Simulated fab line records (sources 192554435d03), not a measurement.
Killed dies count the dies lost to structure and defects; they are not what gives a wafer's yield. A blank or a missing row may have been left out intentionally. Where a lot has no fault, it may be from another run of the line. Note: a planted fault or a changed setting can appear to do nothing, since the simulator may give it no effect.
One fault seen from 2 desks	flow n5Finfet	what lay behind the numbers comes last; until then each desk has only its own

== AT THE TOOL OWNER'S DESK: aldSin-04 ==
The tool's own readings at N5_MOL_CONTACT_COAG_ALD_133 (deposits SiO2, target thk 5 nm, pulse time 1 s, co reactant pulse time 1 s): means of the sampled wafers that have a number, for each lot that ran on this tool. The brackets show how far a lot's mean lies from the usual mean; more than 4 standard deviations puts the lot out of limits, marked OUT.
Columns: A = heaterPowerW at N5_MOL_CONTACT_COAG_ALD_133, usual 77 W; B = precursorPulseHeightRel at N5_MOL_CONTACT_COAG_ALD_133, usual 0.999
lot	first seen here	A	B
L507	day 5 06:53	70	0.994
L508	day 5 12:14	74	0.983
L509	day 5 19:50	74	1.013
L523	day 9 06:28	77	0.972
L530	day 10 18:57	73	1.017
This desk's finding: nothing out of limits on any of the 5 lots.

== THE METROLOGY DESK ==
Lot by lot, what the gauges showed, no matter which tool ran the lot: averages of those sampled wafers that carry a number. The brackets show how far a lot's mean lies from the usual mean; more than 4 standard deviations puts the lot out of limits, marked OUT. Of its 11 readings 7 are shown: those that lie furthest out on some lot.
Columns: A = DIBL_N at N5_BEOL_M4_RC_MEAS_101, usual 36.0 mV/V; B = DIBL_P at N5_BEOL_M4_RC_MEAS_101, usual 36.0 mV/V; C = IOFF_P at N5_BEOL_M4_RC_MEAS_101, usual 0.21 nA/um; D = ION_N at N5_BEOL_M4_RC_MEAS_101, usual 673 uA/um; E = SS_P at N5_BEOL_M4_RC_MEAS_101, usual 73.3 mV/dec; F = VT_N at N5_BEOL_M4_RC_MEAS_101, usual 250 mV; G = VT_P at N5_BEOL_M4_RC_MEAS_101, usual -250 mV
lot	first seen here	A	B	C	D	E	F	G
L507	day 5 06:36	34.0	34.3	0.18	665	73.0	253	-251
L508	day 5 11:59	34.7	34.0	0.19	658	72.9	255	-251
L509	day 5 19:26	36.4	36.6	0.18	674	73.6	249	-255
L511	day 6 06:43	35.7	37.4	0.23	670	73.0	251	-247
L512	day 6 12:56	36.0	35.3	0.20	664	73.2	252	-250
L513	day 6 16:42	38.1	37.5	0.23	667	74.4	252	-251
L518	day 7 23:20	35.9	34.8	0.22	676	73.4	250	-250
L523	day 9 06:13	38.2	39.8	0.26	676	73.4	248	-246
L530	day 10 18:41	36.8	37.8	0.23	694	73.2	246	-249
This desk's finding: nothing out of limits on any of the 9 lots.

== ALL TOGETHER ==
The tool owner's desk saw nothing out of limits.
From the metrology desk's view, nothing was out of limits.

== WHAT THE SIMULATOR HAD PUT IN ==
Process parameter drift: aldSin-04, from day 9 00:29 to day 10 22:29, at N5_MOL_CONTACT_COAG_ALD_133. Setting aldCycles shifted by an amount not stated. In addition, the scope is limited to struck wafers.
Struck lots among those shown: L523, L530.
